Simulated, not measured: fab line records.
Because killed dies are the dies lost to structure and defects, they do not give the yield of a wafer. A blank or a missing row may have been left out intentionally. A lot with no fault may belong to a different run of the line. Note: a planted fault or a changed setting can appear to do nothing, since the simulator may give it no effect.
Comparing a struck lot with a sound one ; flow n5 finfet ; 26 out of 1938 route steps
Sound: the wafers L767.4, L767.5, L767.6. The struck wafers were L764.1, L764.3, L764.4. The cause is given at the end.
Per side, at each step with rows, come the tool, then ch with its chambers, and then its first start. Under that, the readings that differ: sound wafers ; struck wafers ; difference of the means ; sigmas: that difference in standard deviations of wafers without a fault.
alike: readings whose means differ by less than 2 such deviations, and words and numbers that are the same on both sides. not compared: withheld readings, readings that some wafer has no value for, bounds like >300 that may hide the same value, and numbers for which the record gives no deviation and whose values overlap.
A row with sigmas, a row that says differs or no value, or rows on one side alone: a step with any of these is where the two part. Non-overlapping numbers with no deviation appear without sigmas and do not part them. Lack of a reading on every wafer of one side parts them only where that side has two or more wafers.

first, 9 steps without rows for these wafers: N5_BEOL_M0_SAQP_EXPOSE_11 (exposes mask M0 CORE, target cd 42 nm); N5_BEOL_M0_SAQP_PEB_12 (peb time 60 s); N5_BEOL_M0_SAQP_DEVELOP_13 (develop time 30 s); N5_BEOL_M0_SAQP_DESCUM_19 (chemistry O2, time 7.9 s); N5_BEOL_M0_SAQP_ETCH_83 (etches SiARC in CF4, target depth 39 nm, time 65 s); N5_BEOL_M0_SAQP_ETCH_84 (etches SOC in N2/H2, target depth 100 nm, overetch 20 nm, time 150 s); N5_BEOL_M0_SAQP_STRIP_80 (strips in N2/H2); N5_BEOL_M0_SAQP_HM_OPEN_112 (chemistry CHF3/O2, target SiO2, stops on a-Si, target depth 12 nm, time 13.5 s); N5_BEOL_M0_SAQP_STRIP_113 (strips in CHF3/O2).
N5_BEOL_M0_SAQP_MANDREL_ETCH_20: etches a-Si in HBr/Cl2, stops on SiNx, target depth 60 nm, bt time 10 s, time 30 s.
  sound on rie si-04 ch 2,3, day 9 16:18; struck on rie si-02 ch 0,1,2, day 8 23:52
reading;sound;struck;difference;sigmas
oes product au (a.u.);0.769 0.768 0.793;0.683 0.681 0.707;-0.086;-6
over etch frac;0.5 0.5 0.5;0.8666 0.8666 0.8666;+0.3666;
model.SOC_of_BEOL_M0_SAQP_COAT_81.thk nm (nm);75.8 75.8 76;70.2 69.2 69.8;-6.1;
model.SiNx_of_BEOL_M0_SAQP_PECVD_97.thk nm (nm);18.6 18.8 19;15.2 15 15.4;-3.6;
  alike: drypump motor current A, rf fwd power W, throttle valve pct
  not compared: rf hours counter h
then, 12 steps without rows for these wafers: N5_BEOL_M0_SAQP_STRIP_86 (strips in N2/H2); N5_BEOL_M0_SAQP_STRIP_115 (strips in post etch residue remover, time 60 s); N5_BEOL_M0_SAQP_SRD_93 (time 30 s); N5_BEOL_M0_SAQP_RECESS_114 (chemistry HF/NH3, target SiO2, target depth 14.4 nm, afs cycles 3, sublimation time 60 s); N5_BEOL_M0_SAQP_SPACER1_ALD_98 (deposits SiO2, target thk 12.8 nm, pulse time 1 s, purge time 2 s); N5_BEOL_M0_SAQP_SPACER1_ETCHBACK_99 (etches SiO2 in CHF3/O2, target depth 15.4 nm, time 7.7 s); N5_BEOL_M0_SAQP_MANDREL1_REMOVE_100 (chemistry HBr/Cl2/O2, target a-Si, stops on SiNx, bt time 10 s); N5_BEOL_M0_SAQP_ETCH_101 (etches SiNx in CH3F/O2, target depth 29.9 nm, time 42.7 s); N5_BEOL_M0_SAQP_ETCH_102 (etches SiO2 in CF4, target depth 4 nm, time 4.4 s); N5_BEOL_M0_SAQP_MANDREL_ETCH_103 (etches a-Si in HBr/Cl2, stops on SiCN, target depth 45 nm, bt time 10 s, time 27 s); N5_BEOL_M0_SAQP_RECESS_104 (chemistry HF/NH3, target SiO2, target depth 18 nm, afs cycles 3, sublimation time 60 s); N5_BEOL_M0_SAQP_COAT_105 (time 60 s, resist thk 100 nm).
N5_BEOL_M0_SAQP_ETCH_106: etches SOC in N2/H2, stops on SiNx, target depth 150 nm.
  sound on rie diel-03 ch 1,2,3, day 9 20:02; struck on rie diel-06 ch 0,1,3, day 9 01:51
reading;sound;struck;difference;sigmas
model.SiNx_of_BEOL_M0_SAQP_PECVD_97.thk nm (nm);15.6 15.8 16;12.2 12 12.6;-3.5;
  alike: drypump motor current A, oes product au, rf fwd power W, rf vpp V, showerhead plenum p Torr, throttle valve pct
  not compared: rf hours counter h
then, 1 step without rows for these wafers: N5_BEOL_M0_SAQP_ETCH_107 (etches SiNx in CH3F/O2, target depth 30 nm).
-- a jump in the record: the struck wafers' starts before and after are 7 days apart (it breaks off in module BEOL_M0_SAQP and resumes in module BEOL_M4, where the first step shown is number 1111 of the route) --
N5_BEOL_M4_RC_MEAS_101:
  sound on prober-01 ch 0, day 16 16:45; struck on prober-02 ch 0, day 15 18:53
  alike: DIBL_N, DIBL_P, IOFF_N, IOFF_P, ION_N, ION_P, SS_N, SS_P, VT_N, VT_P
after that, 1 step had no rows for these wafers: N5_PASSIVATION_PROBE_49.

WHERE THEY PART
Only at N5_BEOL_M0_SAQP_MANDREL_ETCH_20, as far as this record shows. Later steps at which nothing parts them and some readings are alike: N5_BEOL_M0_SAQP_ETCH_106, N5_BEOL_M4_RC_MEAS_101.

WHY: the cause the simulator had injected
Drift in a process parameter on rie si-02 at N5_BEOL_M0_SAQP_MANDREL_ETCH_20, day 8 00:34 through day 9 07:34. Setting over etch frac shifted by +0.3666 from 0.5. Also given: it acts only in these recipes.
